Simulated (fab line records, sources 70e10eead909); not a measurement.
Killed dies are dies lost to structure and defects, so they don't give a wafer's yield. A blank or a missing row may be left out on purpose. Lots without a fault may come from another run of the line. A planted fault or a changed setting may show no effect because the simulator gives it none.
Which tool did it? | flow nand_harc | 11 lots, 33 wafers sampled, at 5 steps of a route of 1159

WHAT THE GAUGES READ, wafer by wafer
NHARC_END_SORT_01. Usual: killed_at_array 30, standard deviation 10; killed_at_other 0.5, standard deviation 0.82; killed_at_periphery 2.9, standard deviation 2; killed_dies 34, standard deviation 11; killed_open 3.2, standard deviation 1.8; killed_short 2.0, standard deviation 1.4.
lot  | measured     | on        | killed_at_array | killed_at_other | killed_at_periphery | killed_dies | killed_open | killed_short | flag
L467 | day 23 23:53 | prober-02 | 42 34 25        | 0 0 1           | 25 3 20             | 67 37 46    | 8 2 3       | 1 4 2        | OFF
L469 | day 24 15:31 | prober-02 | 37 36 40        | 0 0 1           | 55 4 19             | 92 40 60    | 5 2 6       | 3 2 2        | OFF

WHICH TOOL RAN EACH LOT (tool, then ch and the chambers of the sampled wafers, then the start)
lot  | NHARC_P_ZERO_WELL_DESCUM_13       | NHARC_P_STI_ETCH_31               | NHARC_P_GATE_ETCH_104              | NHARC_P_GATE_STRIP_108
L453 | rie_diel-13 ch 2,3, day 1 19:16   | rie_diel-11 ch 1,2, day 2 19:11   | rie_diel-09 ch 1,2,3, day 5 01:16  | rie_diel-07 ch 1,2,3, day 5 01:55
L457 | rie_diel-04 ch 0,1,2, day 2 19:24 | rie_diel-12 ch 1,2,3, day 3 14:31 | rie_diel-10 ch 0,1,2, day 5 16:29  | rie_diel-10 ch 0,2,3, day 5 17:11
L459 | rie_diel-05 ch 2,3, day 3 07:25   | rie_diel-12 ch 0,1, day 4 05:24   | rie_diel-09 ch 0,3, day 6 11:33    | rie_diel-07 ch 1,2,3, day 6 12:09
L460 | rie_diel-05 ch 0,3, day 3 13:16   | rie_diel-11 ch 0,2,3, day 4 11:55 | rie_diel-07 ch 0,3, day 6 19:05    | rie_diel-07 ch 0,2,3, day 6 19:44
L462 | rie_diel-04 ch 0,1,2, day 4 01:26 | rie_diel-12 ch 0,2,3, day 4 20:07 | rie_diel-09 ch 0,1,3, day 7 05:37  | rie_diel-07 ch 2,3, day 7 06:09
L466 | rie_diel-05 ch 2,3, day 5 01:25   | rie_diel-06 ch 0,2, day 6 01:16   | rie_diel-07 ch 0,1, day 8 13:49    | rie_diel-09 ch 0,1,3, day 8 14:29
L467 | rie_diel-05 ch 0,2,3, day 5 07:25 | rie_diel-12 ch 0,2,3, day 6 11:35 | rie_diel-09 ch 0,1, day 8 20:56    | rie_diel-07 ch 0,2, day 8 21:30
L469 | rie_diel-05 ch 1,3, day 5 19:17   | rie_diel-12 ch 0,3, day 6 18:52   | rie_diel-10 ch 0,1,3, day 9 02:02  | rie_diel-07 ch 1,2, day 9 02:43
L472 | rie_diel-04 ch 1,2,3, day 6 13:17 | rie_diel-11 ch 0,2,3, day 7 15:40 | rie_diel-09 ch 0,1,2, day 9 17:11  | rie_diel-09 ch 1,2,3, day 9 17:51
L474 | rie_diel-05 ch 2,3, day 7 01:16   | rie_diel-11 ch 0,1,3, day 7 23:12 | rie_diel-07 ch 0,1, day 10 02:59   | rie_diel-09 ch 0,1, day 10 03:40
L475 | rie_diel-05 ch 0,2,3, day 7 07:16 | rie_diel-06 ch 1,2,3, day 8 05:01 | rie_diel-10 ch 1,2,3, day 10 06:19 | rie_diel-09 ch 0,1,2, day 10 06:52
- NHARC_P_ZERO_WELL_DESCUM_13: chemistry O2, time 3 s.
- NHARC_P_STI_ETCH_31: etches the open film in CF4/CHF3, target depth 108.9 nm, time 54.5 s.
- NHARC_P_GATE_ETCH_104: etches the open film in CF4/CHF3, target depth 60 nm.
- NHARC_P_GATE_STRIP_108: strips in O2.

WHAT THE TOOLS THEMSELVES READ (means of the sampled wafers that have a number; where no wafer has one, the mark that the record gives instead)
NHARC_P_ZERO_WELL_DESCUM_13. Usual: drypump_motor_current_A 5.9 A, standard deviation 0.48; mfc_ar_sccm 0.009 sccm, standard deviation 0.012; oes_product_au 1.003 a.u., standard deviation 0.014; rf_vpp_V 57.7 V, standard deviation 0.9; showerhead_plenum_p_Torr 1.91 Torr, standard deviation 0.081; throttle_valve_pct 11.312 %, standard deviation 0.0084.
lot  | tool        | drypump_motor_current_A (A) | mfc_ar_sccm (sccm) | oes_product_au (a.u.) | rf_vpp_V (V) | showerhead_plenum_p_Torr (Torr) | throttle_valve_pct (%) | flag
L453 | rie_diel-13 | 5.9                         | 0.009              | 1.016                 | 58.1         | 1.90                            | 11.312                 |
L457 | rie_diel-04 | 5.9                         | 0.003              | 0.993                 | 58.6         | 1.96                            | 11.315                 |
L459 | rie_diel-05 | 5.4                         | 0.000              | 1.007                 | 57.9         | 1.88                            | 11.308                 |
L460 | rie_diel-05 | 5.9                         | 0.020              | 0.999                 | 57.8         | 1.87                            | 11.307                 |
L462 | rie_diel-04 | 6.0                         | 0.003              | 0.985                 | 57.9         | 1.96                            | 11.316                 |
L466 | rie_diel-05 | 5.3                         | 0.000              | 1.014                 | 57.5         | 1.84                            | 11.312                 |
L467 | rie_diel-05 | 5.7                         | 0.010              | 1.010                 | 57.0         | 1.87                            | 11.315                 |
L469 | rie_diel-05 | 6.2                         | 0.013              | 1.002                 | 57.3         | 1.88                            | 11.322                 |
L472 | rie_diel-04 | 5.7                         | 0.003              | 0.999                 | 58.2         | 1.97                            | 11.310                 |
L474 | rie_diel-05 | 5.4                         | 0.000              | 1.002                 | 57.0         | 1.88                            | 11.316                 |
L475 | rie_diel-05 | 5.7                         | 0.010              | 1.003                 | 57.6         | 1.87                            | 11.308                 |

NHARC_P_STI_ETCH_31. Usual: drypump_motor_current_A 5.6 A, standard deviation 0.43; mfc_ar_sccm 0.016 sccm, standard deviation 0.012; oes_product_au 0.966 a.u., standard deviation 0.021; rf_vpp_V 371.1 V, standard deviation 2; run_length_s 75.7 s, standard deviation 0.46; showerhead_plenum_p_Torr 1.59 Torr, standard deviation 0.059; throttle_valve_pct 16.801 %, standard deviation 0.0095.
lot  | tool        | drypump_motor_current_A (A) | mfc_ar_sccm (sccm) | oes_product_au (a.u.) | rf_vpp_V (V) | run_length_s (s) | showerhead_plenum_p_Torr (Torr) | throttle_valve_pct (%) | flag
L453 | rie_diel-11 | 6.2                         | 0.013              | 0.954                 | 369.9        | 75.7             | 1.53                            | 16.803                 |
L457 | rie_diel-12 | 5.8                         | 0.023              | 0.949                 | 371.4        | 75.8             | 1.61                            | 16.809                 |
L459 | rie_diel-12 | 5.7                         | 0.025              | 0.982                 | 373.1        | 76.1             | 1.66                            | 16.796                 |
L460 | rie_diel-11 | 5.9                         | 0.016              | 0.965                 | 369.8        | 76.2             | 1.56                            | 16.800                 |
L462 | rie_diel-12 | 5.4                         | 0.011              | 0.971                 | 370.8        | 75.8             | 1.58                            | 16.792                 |
L466 | rie_diel-06 | 5.3                         | 0.015              | 0.974                 | 373.1        | 75.6             | 1.66                            | 16.802                 |
L467 | rie_diel-12 | 5.4                         | 0.011              | 0.984                 | 370.7        | 69.2             | 1.58                            | 16.797                 | OFF
L469 | rie_diel-12 | 5.4                         | 0.000              | 0.986                 | 372.3        | 69.6             | 1.62                            | 16.789                 | OFF
L472 | rie_diel-11 | 5.9                         | 0.016              | 0.980                 | 370.2        | 75.7             | 1.55                            | 16.799                 |
L474 | rie_diel-11 | 5.5                         | 0.021              | 0.979                 | 370.0        | 75.4             | 1.54                            | 16.803                 |
L475 | rie_diel-06 | 5.6                         | 0.012              | 0.921                 | 372.9        | 75.4             | 1.64                            | 16.806                 |

NHARC_P_GATE_ETCH_104. Usual: drypump_motor_current_A 5.8 A, standard deviation 0.42; mfc_ar_sccm 0.004 sccm, standard deviation 0.0059; oes_product_au 0.951 a.u., standard deviation 0.021; rf_vpp_V 371.4 V, standard deviation 2.4; showerhead_plenum_p_Torr 1.60 Torr, standard deviation 0.067; throttle_valve_pct 16.803 %, standard deviation 0.0091.
lot  | tool        | drypump_motor_current_A (A) | mfc_ar_sccm (sccm) | oes_product_au (a.u.) | rf_vpp_V (V) | showerhead_plenum_p_Torr (Torr) | throttle_valve_pct (%) | flag
L453 | rie_diel-09 | 5.6                         | 0.004              | 0.949                 | 372.4        | 1.66                            | 16.794                 |
L457 | rie_diel-10 | 6.1                         | 0.001              | 0.948                 | 369.3        | 1.55                            | 16.807                 |
L459 | rie_diel-09 | 5.6                         | 0.005              | 0.968                 | 373.1        | 1.64                            | 16.805                 |
L460 | rie_diel-07 | 6.1                         | 0.000              | 0.974                 | 371.5        | 1.61                            | 16.802                 |
L462 | rie_diel-09 | 5.6                         | 0.007              | 0.977                 | 374.2        | 1.63                            | 16.801                 |
L466 | rie_diel-07 | 6.2                         | 0.000              | 0.923                 | 371.0        | 1.58                            | 16.796                 |
L467 | rie_diel-09 | 5.9                         | 0.009              | 0.972                 | 372.1        | 1.61                            | 16.806                 |
L469 | rie_diel-10 | 5.6                         | 0.007              | 0.947                 | 371.5        | 1.62                            | 16.806                 |
L472 | rie_diel-09 | 5.8                         | 0.007              | 0.919                 | 372.1        | 1.63                            | 16.806                 |
L474 | rie_diel-07 | 6.3                         | 0.000              | 0.912                 | 372.3        | 1.61                            | 16.803                 |
L475 | rie_diel-10 | 5.8                         | 0.007              | 0.958                 | 373.2        | 1.67                            | 16.796                 |

NHARC_P_GATE_STRIP_108. Usual: drypump_motor_current_A 5.9 A, standard deviation 0.41; mfc_ar_sccm 0.003 sccm, standard deviation 0.0052; oes_product_au 0.998 a.u., standard deviation 0.011; rf_vpp_V 57.9 V, standard deviation 0.96; showerhead_plenum_p_Torr 3.57 Torr, standard deviation 0.14; throttle_valve_pct 17.037 %, standard deviation 0.0089.
lot  | tool        | drypump_motor_current_A (A) | mfc_ar_sccm (sccm) | oes_product_au (a.u.) | rf_vpp_V (V) | showerhead_plenum_p_Torr (Torr) | throttle_valve_pct (%) | flag
L453 | rie_diel-07 | 5.9                         | 0.003              | 1.013                 | 58.2         | 3.48                            | 17.031                 |
L457 | rie_diel-10 | 5.9                         | 0.007              | 0.989                 | 56.7         | 3.37                            | 17.042                 |
L459 | rie_diel-07 | 5.9                         | 0.003              | 1.003                 | 57.0         | 3.47                            | 17.041                 |
L460 | rie_diel-07 | 5.9                         | 0.003              | 0.995                 | 57.2         | 3.54                            | 17.039                 |
L462 | rie_diel-07 | 5.7                         | 0.005              | 0.994                 | 58.1         | 3.42                            | 17.037                 |
L466 | rie_diel-09 | 5.6                         | 0.007              | 0.997                 | 57.4         | 3.64                            | 17.028                 |
L467 | rie_diel-07 | 6.0                         | 0.003              | 0.987                 | 58.5         | 3.57                            | 17.039                 |
L469 | rie_diel-07 | 6.0                         | 0.003              | 1.000                 | 58.5         | 3.44                            | 17.043                 |
L472 | rie_diel-09 | 5.6                         | 0.004              | 1.002                 | 58.8         | 3.69                            | 17.037                 |
L474 | rie_diel-09 | 5.9                         | 0.009              | 0.999                 | 57.5         | 3.60                            | 17.030                 |
L475 | rie_diel-09 | 5.9                         | 0.007              | 0.991                 | 58.6         | 3.66                            | 17.038                 |

THE ANSWER, worked out from the rows above alone
Rule: a lot is off if the mean of its wafers that have a number lies more than 3 standard deviations from the usual mean. A lot without any number at a reading at which 4 lots or more have one is off too. The other lots that the step has rows for count as sound. The gauges are gone through in route order, then the tools' own readings, and for those a lot's mean is taken as printed above. The first step at which some lot is off is used, and at that step the reading that is off furthest; a lot without a number counts as furthest.
Off: L467, L469, at NHARC_END_SORT_01 (killed_at_periphery). Neither off nor sound, because the step has no rows for them: L453, L457, L459, L460, L462, L466, L472, L474, L475.
A tool fits if, at a process step before that reading, it ran every lot that is off, and no sound lot after the first of them. The gauges at NHARC_END_SORT_01 aren't tried: what is off there is off at NHARC_P_STI_ETCH_31 too, on other tools, and a gauge's error can't cause that. Can't be told from this: 3 tools fit, rie_diel-05 at NHARC_P_ZERO_WELL_DESCUM_13, rie_diel-12 at NHARC_P_STI_ETCH_31, rie_diel-07 at NHARC_P_GATE_STRIP_108.

WHAT THE SIMULATOR HAD PUT IN
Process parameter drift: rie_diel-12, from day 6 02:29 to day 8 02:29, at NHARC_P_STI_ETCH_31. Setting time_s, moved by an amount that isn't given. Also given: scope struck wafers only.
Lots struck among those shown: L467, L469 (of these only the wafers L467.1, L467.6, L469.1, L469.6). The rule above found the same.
